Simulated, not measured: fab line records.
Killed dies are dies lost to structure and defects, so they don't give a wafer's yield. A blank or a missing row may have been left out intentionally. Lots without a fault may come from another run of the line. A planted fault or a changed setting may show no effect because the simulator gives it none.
Split-lot trial ; flow n5-finfet ; 39 wafers read across 7 lots, on a route 1938 steps long

== SPLIT DETAILS ==
At N5_BEOL_M14_SPUTTER_43 (material TaN, target thk 15 nm, time 24.19 s), the setting time-s was moved away from the recipe's 24.19 s on 18 of the 39 wafers read, by -57.6% to +55.1%. For the rest of the wafers, this setting stayed at what the recipe calls for.

== FROM THE SPLIT TO THE READING: what the file shows between them, 4 steps ==
- N5_BEOL_M14_SPUTTER_44: material Ta, target thk 15 nm, time 24.19 s
- N5_BEOL_M14_SPUTTER_45: material Cu, target thk 100 nm, time 16.67 s
- N5_BEOL_M14_ECD_47: material Cu, target thk 1248 nm
- N5_BEOL_M14_ANNEAL_48: time 90 s

== THE READING ==
barrier-field-endpoint-s, in s, at N5_BEOL_M14_CMP_49 (polishes, stops on SiO2, t overpolish 5.2 s, target thk 560 nm). On this fab line, fault-free wafers typically give 11.41 s with a standard deviation of 0.28 s.

wafer;tool, chamber at the split;time-s as run, s;against the recipe;barrier-field-endpoint-s, s;against lot-mates on the recipe
L079.3;pvd-sputter-01, -;24.19;recipe;11.40;-
L079.2;pvd-sputter-01, -;37.53;+55.1%;13.98;+2.52
L079.4;pvd-sputter-01, -;37.53;+55.1%;14.90;+3.44
L079.1;pvd-sputter-01, -;24.19;recipe;11.68;-
L079.6;pvd-sputter-01, -;37.53;+55.1%;14.43;+2.97
L079.5;pvd-sputter-01, -;24.19;recipe;11.31;-
L080.1;pvd-sputter-01, -;24.19;recipe;11.70;-
L080.2;pvd-sputter-01, -;34.08;+40.9%;14.30;+2.60
L080.4;pvd-sputter-01, -;34.08;+40.9%;14.11;+2.41
L080.3;pvd-sputter-01, -;34.08;+40.9%;14.36;+2.66
L080.6;pvd-sputter-01, -;24.19;recipe;11.93;-
L080.5;pvd-sputter-01, -;24.19;recipe;11.47;-
L087.2;pvd-sputter-03, -;24.19;recipe;11.17;-
L087.3;pvd-sputter-03, -;24.19;recipe;11.05;-
L087.5;pvd-sputter-03, -;24.19;recipe;11.45;-
L089.2;pvd-sputter-03, -;24.19;recipe;11.21;-
L089.4;pvd-sputter-03, -;24.19;recipe;11.17;-
L089.1;pvd-sputter-03, -;24.19;recipe;10.95;-
L089.3;pvd-sputter-03, -;18.62;-23.0%;9.85;-1.26
L089.5;pvd-sputter-03, -;18.62;-23.0%;9.80;-1.31
L089.6;pvd-sputter-03, -;18.62;-23.0%;10.23;-0.88
L092.1;pvd-sputter-03, -;10.26;-57.6%;8.44;-2.92
L092.2;pvd-sputter-03, -;10.26;-57.6%;8.02;-3.34
L092.4;pvd-sputter-03, -;24.19;recipe;11.40;-
L092.3;pvd-sputter-03, -;10.26;-57.6%;7.93;-3.43
L092.5;pvd-sputter-03, -;24.19;recipe;11.40;-
L092.6;pvd-sputter-03, -;24.19;recipe;11.28;-
L096.3;pvd-sputter-03, -;24.19;recipe;11.30;-
L096.4;pvd-sputter-03, -;17.14;-29.1%;9.32;-1.76
L096.1;pvd-sputter-03, -;17.14;-29.1%;9.60;-1.48
L096.2;pvd-sputter-03, -;24.19;recipe;10.97;-
L096.5;pvd-sputter-03, -;17.14;-29.1%;9.66;-1.42
L096.6;pvd-sputter-03, -;24.19;recipe;10.98;-
L097.2;pvd-sputter-03, -;24.19;recipe;11.52;-
L097.3;pvd-sputter-03, -;24.19;recipe;11.24;-
L097.1;pvd-sputter-03, -;34.74;+43.6%;13.69;+2.27
L097.4;pvd-sputter-03, -;34.74;+43.6%;14.04;+2.62
L097.6;pvd-sputter-03, -;24.19;recipe;11.50;-
L097.5;pvd-sputter-03, -;34.74;+43.6%;13.62;+2.20

FIT RESULTS
A straight line over all 39 wafers: barrier-field-endpoint-s changes by +0.0588 s for each +1% of time-s; r = +0.99; the points scatter about the line by 0.29 s.
The same after taking each lot's own level away (the mean of its wafers on the recipe; 39 wafers): +0.0556 s for each +1%; r = +0.99; scatter 0.21 s.
According to that fit, moving time-s by its largest amount changes the reading by 3.2 s.
The lots' own levels span 11.083 to 11.700 s, that is 2.2 times the standard deviation above.
The two slopes agree, so the slope changes little with the lot-to-lot level.
Check: for one of the wafers moved furthest among these (-57.6%), held out of the fit, the line's prediction against its lot-mates is -3.22 s. Against them it came out at -2.92 s.

== THE WHOLE CHAIN: every reading that the file lists as answering this split, in the file's order ==
step;what it does;reading;change (the file's fit);r (the file's)
N5_BEOL_M14_SPUTTER_43;material TaN, target thk 15 nm, time 24.19 s;TaN_of_BEOL_M14_SPUTTER_43.thk-nm (the simulator's own value, which no gauge read);+0.15 nm for each +1% of the setting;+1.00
N5_BEOL_M14_CMP_49;polishes, stops on SiO2, t overpolish 5.2 s, target thk 560 nm;barrier-field-endpoint-s;+0.0557 s for each +1% of the setting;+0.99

== FILE'S OWN FIT ==
barrier-field-endpoint-s changes by +0.0557 s for each +1% of time-s, r = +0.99.
